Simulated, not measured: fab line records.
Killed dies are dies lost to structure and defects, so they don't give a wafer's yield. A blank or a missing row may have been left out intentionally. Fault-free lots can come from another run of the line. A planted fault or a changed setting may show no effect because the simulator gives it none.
Chamber matching / flow nand-harc / ald-hk-02 running NHARC_A_CHANNEL_FILL_D1_ALD_14: 4 sister chambers
The step deposits SiO2, target thk 2.5 nm, pulse time 10 s, ald cycles 25. 18 wafers are shown with their chamber, then 9 later ones without.

## WAFERS, EACH WITH ITS CHAMBER
wafer=L076.1; chamber=1; heater-power-w (W)=434; heater-power-outer-w (W)=248; precursor-pulse-height-rel=0.970
wafer=L076.2; chamber=0; heater-power-w (W)=413; heater-power-outer-w (W)=234; precursor-pulse-height-rel=0.985
wafer=L076.5; chamber=2; heater-power-w (W)=445; heater-power-outer-w (W)=251; precursor-pulse-height-rel=1.021
wafer=L077.3; chamber=2; heater-power-w (W)=439; heater-power-outer-w (W)=251; precursor-pulse-height-rel=1.007
wafer=L077.4; chamber=1; heater-power-w (W)=437; heater-power-outer-w (W)=250; precursor-pulse-height-rel=1.033
wafer=L077.5; chamber=1; heater-power-w (W)=444; heater-power-outer-w (W)=245; precursor-pulse-height-rel=1.008
wafer=L080.1; chamber=0; heater-power-w (W)=425; heater-power-outer-w (W)=241; precursor-pulse-height-rel=1.001
wafer=L080.2; chamber=1; heater-power-w (W)=435; heater-power-outer-w (W)=249; precursor-pulse-height-rel=0.966
wafer=L080.6; chamber=2; heater-power-w (W)=440; heater-power-outer-w (W)=258; precursor-pulse-height-rel=0.964
wafer=L082.3; chamber=3; heater-power-w (W)=438; heater-power-outer-w (W)=244; precursor-pulse-height-rel=0.983
wafer=L082.4; chamber=1; heater-power-w (W)=437; heater-power-outer-w (W)=252; precursor-pulse-height-rel=0.997
wafer=L082.6; chamber=2; heater-power-w (W)=448; heater-power-outer-w (W)=252; precursor-pulse-height-rel=0.991
wafer=L083.3; chamber=0; heater-power-w (W)=417; heater-power-outer-w (W)=228; precursor-pulse-height-rel=0.996
wafer=L083.4; chamber=1; heater-power-w (W)=434; heater-power-outer-w (W)=245; precursor-pulse-height-rel=1.016
wafer=L083.6; chamber=3; heater-power-w (W)=434; heater-power-outer-w (W)=241; precursor-pulse-height-rel=1.005
wafer=L081.1; chamber=2; heater-power-w (W)=441; heater-power-outer-w (W)=261; precursor-pulse-height-rel=1.001
wafer=L081.3; chamber=0; heater-power-w (W)=401; heater-power-outer-w (W)=232; precursor-pulse-height-rel=1.009
wafer=L081.6; chamber=0; heater-power-w (W)=419; heater-power-outer-w (W)=243; precursor-pulse-height-rel=1.025

SIGNATURES (means of the wafers above)
reading=heater-power-w; chamber 0=415.00; chamber 1=436.83; chamber 2=442.60; chamber 3=436.00; scatter within a chamber=5.71
reading=heater-power-outer-w; chamber 0=235.60; chamber 1=248.17; chamber 2=254.60; chamber 3=242.50; scatter within a chamber=4.52
reading=precursor-pulse-height-rel; chamber 0=1.00320; chamber 1=0.99833; chamber 2=0.99680; chamber 3=0.99400; scatter within a chamber=0.0214
Rule: distance of a wafer from a chamber = root of the sum over the readings of ((wafer's reading minus chamber's mean) / reading's scatter) squared. The wafer belongs to the nearest chamber; if the next one is less than 2 further off, it can't be placed. The scatter: the root of (the sum of the squares of (reading less its chamber's mean) over the shown wafers, divided by (wafers less chambers)).

## WAFERS WITH NO CHAMBER GIVEN
wafer=L084.2; heater-power-w (W)=419; heater-power-outer-w (W)=232; precursor-pulse-height-rel=0.997
wafer=L084.3; heater-power-w (W)=438; heater-power-outer-w (W)=256; precursor-pulse-height-rel=1.001
wafer=L084.6; heater-power-w (W)=409; heater-power-outer-w (W)=236; precursor-pulse-height-rel=0.985
wafer=L089.1; heater-power-w (W)=437; heater-power-outer-w (W)=244; precursor-pulse-height-rel=0.984
wafer=L089.4; heater-power-w (W)=420; heater-power-outer-w (W)=238; precursor-pulse-height-rel=1.012
wafer=L089.5; heater-power-w (W)=444; heater-power-outer-w (W)=252; precursor-pulse-height-rel=1.016
wafer=L093.1; heater-power-w (W)=427; heater-power-outer-w (W)=246; precursor-pulse-height-rel=0.997
wafer=L093.2; heater-power-w (W)=444; heater-power-outer-w (W)=244; precursor-pulse-height-rel=1.014
wafer=L093.3; heater-power-w (W)=412; heater-power-outer-w (W)=237; precursor-pulse-height-rel=0.997

## EACH ONE'S CHAMBER
wafer=L084.2; from the rows above=0; in truth=0
wafer=L084.3; from the rows above=can't be placed: 2 or 1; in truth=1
wafer=L084.6; from the rows above=0; in truth=0
wafer=L089.1; from the rows above=can't be placed: 3 or 1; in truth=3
wafer=L089.4; from the rows above=can't be placed: 0 or 3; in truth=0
wafer=L089.5; from the rows above=can't be placed: 2 or 1 or 3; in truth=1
wafer=L093.1; from the rows above=can't be placed: 3 or 1 or 0 or 2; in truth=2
wafer=L093.2; from the rows above=can't be placed: 3 or 1 or 2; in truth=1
wafer=L093.3; from the rows above=0; in truth=0
Placed correctly: 3 of 9. Unplaceable from these rows: 6, with the true chamber sitting among the candidates in 6. Placed wrongly: 0.
